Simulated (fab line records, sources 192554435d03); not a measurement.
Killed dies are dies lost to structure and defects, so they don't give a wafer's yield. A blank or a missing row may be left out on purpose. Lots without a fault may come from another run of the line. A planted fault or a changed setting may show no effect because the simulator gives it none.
Problem report in the 8D (eight disciplines) form, filled by code | flow n5_finfet | the parts of the form that need people (team, actions taken, sign-off) are left out

1. THE PROBLEM
run_length_s at N5_MOL_CONTACT_COAG_CVD_140 reads a mean of 385.2 s on 5 wafers of 3 lots; wafers without a fault read 285.4 s with a standard deviation of 0.47. That is +99 or more standard deviations from the usual mean.
The step: deposits W, target thk 66.5 nm, time 215 s.
First seen on wafer L453.1, day 8 18:53, on cvd_w-02. The record holds 33 wafers of 12 lots with a number at this step. Rule for "out", or "out of limits": more than 4 standard deviations from the usual mean. The other wafers with a number count as sound.

2. WHAT IT IS AND WHAT IT IS NOT
question                    | is                                     | is not
which readings at this step | run_length_s                           | heater_power_w
which lots                  | L453, L454, L456                       | L439, L440, L442, L445, L446, L447, L448, L449, L450
which wafers of those lots  | L453.1, L453.4, L454.1, L454.4, L456.4 | L453.3, L456.3
read on which tools         | cvd_w-02                               | cvd_w-01
when                        | from day 8 18:53                       | up to then (27 sound wafers); but 1 sound wafer of L456 came after

3. SUSPECTS, AND WHAT RULES EACH OUT
Counting: a tool at a process step up to the reading stays a suspect if it ran every lot that is out. Sound lots after the first of them don't rule it out here, since some wafers of a struck lot are sound.
- cvd_w-02 at N5_MOL_CONTACT_COAG_CVD_140 (deposits W, target thk 66.5 nm, time 215 s): kept. It ran every lot that is out, first L453 (day 8 18:53); its last sound lot up to then is L450 (day 8 01:46). Its own readings are out on those wafers: run_length_s.
Left after counting: cvd_w-02 at N5_MOL_CONTACT_COAG_CVD_140.

4. THE CAUSE (what the simulator had put in)
Process parameter drift: cvd_w-02, from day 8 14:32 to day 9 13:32, at N5_MOL_CONTACT_COAG_CVD_140. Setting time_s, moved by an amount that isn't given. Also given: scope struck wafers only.
Counting left only this tool.

5. THE CHAIN OF EFFECTS, in route order
Each row: a reading whose mean over the struck wafers that have a number lies more than 3 standard deviations from the usual. Only readings for which the record gives a usual standard deviation are gone through. hours: the time from each lot's start at the first step in this table that gives one to its start at this step, as a median over the lots. sigmas: the change in usual standard deviations.
hours | step                        | reading      | usual   | on struck wafers | change | sigmas
0     | N5_MOL_CONTACT_COAG_CVD_140 | run_length_s | 285.4 s | 385.2            | +99.8  | +99 or more
The process steps in it:
- N5_MOL_CONTACT_COAG_CVD_140: deposits W, target thk 66.5 nm, time 215 s.
Later measuring or inspecting steps at which every struck wafer that the step has a row for has a number for every such reading, and none has moved that far: N5_MOL_CONTACT_COAG_THK_MEAS_53.

6. WHAT WOULD HAVE CAUGHT IT SOONER
In this record the first reading out of limits was taken at day 8 18:53, 4 hours after the fault began at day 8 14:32.
